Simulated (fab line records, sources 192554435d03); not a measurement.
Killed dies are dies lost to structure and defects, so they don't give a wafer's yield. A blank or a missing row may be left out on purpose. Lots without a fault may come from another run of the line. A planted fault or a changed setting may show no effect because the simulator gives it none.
Problem report in the 8D (eight disciplines) form, filled by code | flow n5_finfet | the parts of the form that need people (team, actions taken, sign-off) are left out

1. THE PROBLEM
etch_rf_on_time_s at N5_HKMG_FIN_ETCH_54 reads a mean of 94.1 s on 2 wafers of 2 lots; wafers without a fault read 76.0 s with a standard deviation of 0.91. That is +20 standard deviations from the usual mean.
The step: etches SiARC in CF4, target depth 45.5 nm, time 75.8 s.
First seen on wafer L322.3, day 5 11:31, on rie_diel-02. The record holds 27 wafers of 9 lots with a number at this step. Rule for "out", or "out of limits": more than 4 standard deviations from the usual mean. The other wafers with a number count as sound.

2. WHAT IT IS AND WHAT IT IS NOT
question                    | is                | is not
which readings at this step | etch_rf_on_time_s | chamber_pressure_mTorr, drypump_motor_current_A, oes_product_au, rf_vpp_V, showerhead_plenum_p_Torr, throttle_valve_pct
which lots                  | L322, L323        | L319, L320, L321, L325, L333, L334, L338
which wafers of those lots  | L322.3, L323.1    | L322.4, L322.5, L323.2, L323.4
read on which tools         | rie_diel-02       | rie_diel-04, rie_diel-05
when                        | from day 5 11:31  | up to then (11 sound wafers); but 14 sound wafers of L323, L325, L333, L334, L338 came after

3. SUSPECTS, AND WHAT RULES EACH OUT
Counting: a tool at a process step up to the reading stays a suspect if it ran every lot that is out. Sound lots after the first of them don't rule it out here, since some wafers of a struck lot are sound.
- rie_diel-02 at N5_HKMG_FIN_ETCH_54 (etches SiARC in CF4, target depth 45.5 nm, time 75.8 s): kept. It ran every lot that is out, first L322 (day 5 11:31); its last sound lot up to then is L321 (day 5 06:37). Its own readings are out on those wafers: etch_rf_on_time_s.
Left after counting: rie_diel-02 at N5_HKMG_FIN_ETCH_54.

4. THE CAUSE (what the simulator had put in)
Process parameter drift: rie_diel-02, from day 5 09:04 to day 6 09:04, at N5_HKMG_FIN_ETCH_54. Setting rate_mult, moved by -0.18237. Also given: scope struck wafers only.
Counting left only this tool.

5. THE CHAIN OF EFFECTS, in route order
Each row: a reading whose mean over the struck wafers that have a number lies more than 3 standard deviations from the usual. Only readings for which the record gives a usual standard deviation are gone through. hours: the time from each lot's start at the first step in this table that gives one to its start at this step, as a median over the lots. sigmas: the change in usual standard deviations.
hours | step                | reading           | usual  | on struck wafers | change | sigmas
0     | N5_HKMG_FIN_ETCH_54 | etch_rf_on_time_s | 76.0 s | 94.1             | +18.1  | +20
The process steps in it:
- N5_HKMG_FIN_ETCH_54: etches SiARC in CF4, target depth 45.5 nm, time 75.8 s.
Later measuring or inspecting steps at which every struck wafer that the step has a row for has a number for every such reading, and none has moved that far: N5_BEOL_M4_RC_MEAS_101.

6. WHAT WOULD HAVE CAUGHT IT SOONER
In this record the first reading out of limits was taken at day 5 11:31, 2 hours after the fault began at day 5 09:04.
